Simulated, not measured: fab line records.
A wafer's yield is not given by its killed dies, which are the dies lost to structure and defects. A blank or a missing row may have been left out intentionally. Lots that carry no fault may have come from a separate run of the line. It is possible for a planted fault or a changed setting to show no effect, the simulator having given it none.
A lot that was struck, set against a sound lot    flow n5_finfet    18 steps out of a route of 1938
Sound: wafers L202.2, L202.3, L202.5. The struck wafers were L215.3, L215.4, L215.6. Last of all comes the cause.
For every step that has rows: the tool of each side, followed by ch and its chambers, followed by its first start. Under that, the readings that differ: sound wafers    struck wafers    difference of the means    sigmas: that difference in standard deviations of wafers without a fault.
alike: readings whose means differ by less than 2 such deviations, and words and numbers that are the same on both sides. not compared: withheld readings, readings that some wafer has no value for, bounds like >300 that may hide the same value, and numbers for which the record gives no deviation and whose values overlap.
The two part at a step that has a row with sigmas, a row that says differs or no value, or rows on one side only. Numbers that don't overlap but have no deviation are shown without sigmas and don't part them. A reading missing from all wafers of one side parts the sides only when that side holds two or more wafers.

first, 3 steps without rows for these wafers: N5_BEOL_M0_SAQP_STRIP_86 (strips in N2/H2); N5_BEOL_M0_SAQP_STRIP_115 (strips in post etch residue remover, time 60 s); N5_BEOL_M0_SAQP_SRD_93 (time 30 s).
N5_BEOL_M0_SAQP_RECESS_114: chemistry HF/NH3, target SiO2, target depth 14.4 nm, afs cycles 3, sublimation time 60 s.
  sound on vapor_etch-01 ch 0, day 5 12:23; struck on vapor_etch-02 ch 0,1, day 8 16:59
  alike: drypump_motor_current_A, foreline_p_Torr
then, 2 steps without rows for these wafers: N5_BEOL_M0_SAQP_SPACER1_ALD_98 (deposits SiO2, target thk 12.8 nm, pulse time 1 s, purge time 2 s); N5_BEOL_M0_SAQP_SPACER1_ETCHBACK_99 (etches SiO2 in CHF3/O2, target depth 15.4 nm, time 7.7 s).
N5_BEOL_M0_SAQP_MANDREL1_REMOVE_100: chemistry HBr/Cl2/O2, target a-Si, stops on SiNx, bt time 10 s.
  sound on rie_si-03 ch 0,1, day 5 13:20; struck on rie_si-03 ch 2,3, day 8 18:08
  alike: HBr_flow_sccm, drypump_motor_current_A, oes_product_au, throttle_valve_pct
  not compared: rf_hours_counter_h
N5_BEOL_M0_SAQP_CD_MEAS_25: the cd target is 13.1 nm.
  sound on cd_sem-01 ch 0, day 5 13:27; struck on cd_sem-01 ch 0, day 8 18:15
  alike: cd_nm
then, 1 step without rows for these wafers: N5_BEOL_M0_SAQP_ETCH_101 (etches SiNx in CH3F/O2, target depth 29.9 nm, time 42.7 s).
N5_BEOL_M0_SAQP_ETCH_102: etches SiO2 in CF4, target depth 4 nm, time 4.4 s.
  sound on rie_si-06 ch 1,2,3, day 5 13:35; struck on rie_si-06 ch 0,1,3, day 8 18:24
  alike: drypump_motor_current_A, oes_product_au, throttle_valve_pct
  not compared: rf_hours_counter_h
then, 2 steps without rows for these wafers: N5_BEOL_M0_SAQP_MANDREL_ETCH_103 (etches a-Si in HBr/Cl2, stops on SiCN, target depth 45 nm, bt time 10 s, time 27 s); N5_BEOL_M0_SAQP_RECESS_104 (chemistry HF/NH3, target SiO2, target depth 18 nm, afs cycles 3, sublimation time 60 s).
N5_BEOL_M0_SAQP_COAT_105: time 60 s, resist thk 100 nm.
  sound on litho_track-02 ch 0, day 5 14:05; struck on litho_track-02 ch 0, day 8 18:54
reading                                         sound                 struck                difference  sigmas
spin_speed_rpm (rpm)                            1499.6 1500.0 1500.5  1394.0 1395.8 1395.3  -105.0      -95
model.SOC_of_BEOL_M0_SAQP_COAT_105.thk_nm (nm)  100.6 100.2 100.6     103.8 103.8 103.8     +3.3        
N5_BEOL_M0_SAQP_ETCH_106: etches SOC in N2/H2, stops on SiNx, target depth 150 nm.
  sound on rie_diel-04 ch 1,2, day 5 14:09; struck on rie_diel-05 ch 2,3, day 8 18:58
  alike: drypump_motor_current_A, oes_product_au, rf_vpp_V, showerhead_plenum_p_Torr, throttle_valve_pct
  not compared: rf_hours_counter_h
N5_BEOL_M0_SAQP_ETCH_107: etches SiNx in CH3F/O2, target depth 30 nm.
  sound on rie_diel-04 ch 1,2, day 5 14:13; struck on rie_diel-05 ch 2,3, day 8 19:01
reading                                         sound         struck      difference  sigmas
model.SOC_of_BEOL_M0_SAQP_COAT_105.thk_nm (nm)  13.8 12.8 14  15 17 15.4  +2          
  alike: drypump_motor_current_A, oes_product_au, rf_vpp_V, showerhead_plenum_p_Torr, throttle_valve_pct
  not compared: rf_hours_counter_h
N5_BEOL_M0_SAQP_STRIP_108: strips in N2/H2.
  sound on rie_diel-04 ch 1,2, day 5 14:15; struck on rie_diel-05 ch 2,3, day 8 19:04
  alike: drypump_motor_current_A, oes_product_au, rf_vpp_V, showerhead_plenum_p_Torr, throttle_valve_pct
  not compared: rf_hours_counter_h
-- here the record skips 2 days between the struck wafers' starts before and after, leaving off in module BEOL_M0_SAQP and picking up in module BEOL_M4 (first step shown: number 1111 of the route) --
N5_BEOL_M4_RC_MEAS_101:
  sound on prober-02 ch 0, day 7 12:20; struck on prober-02 ch 0, day 11 02:26
  alike: DIBL_N, DIBL_P, IOFF_N, IOFF_P, ION_N, ION_P, SS_N, SS_P, VT_N, VT_P
following that, these wafers have no rows for 1 step: N5_PASSIVATION_PROBE_49.

WHERE THEY PART
At N5_BEOL_M0_SAQP_COAT_105 and nowhere else, as far as this record goes. Later steps at which nothing parts them and some readings are alike: N5_BEOL_M0_SAQP_ETCH_106, N5_BEOL_M0_SAQP_ETCH_107, N5_BEOL_M0_SAQP_STRIP_108, N5_BEOL_M4_RC_MEAS_101.

WHY: what had been put in by the simulator
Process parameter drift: litho_track-02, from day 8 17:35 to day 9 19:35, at N5_BEOL_M0_SAQP_COAT_105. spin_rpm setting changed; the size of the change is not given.
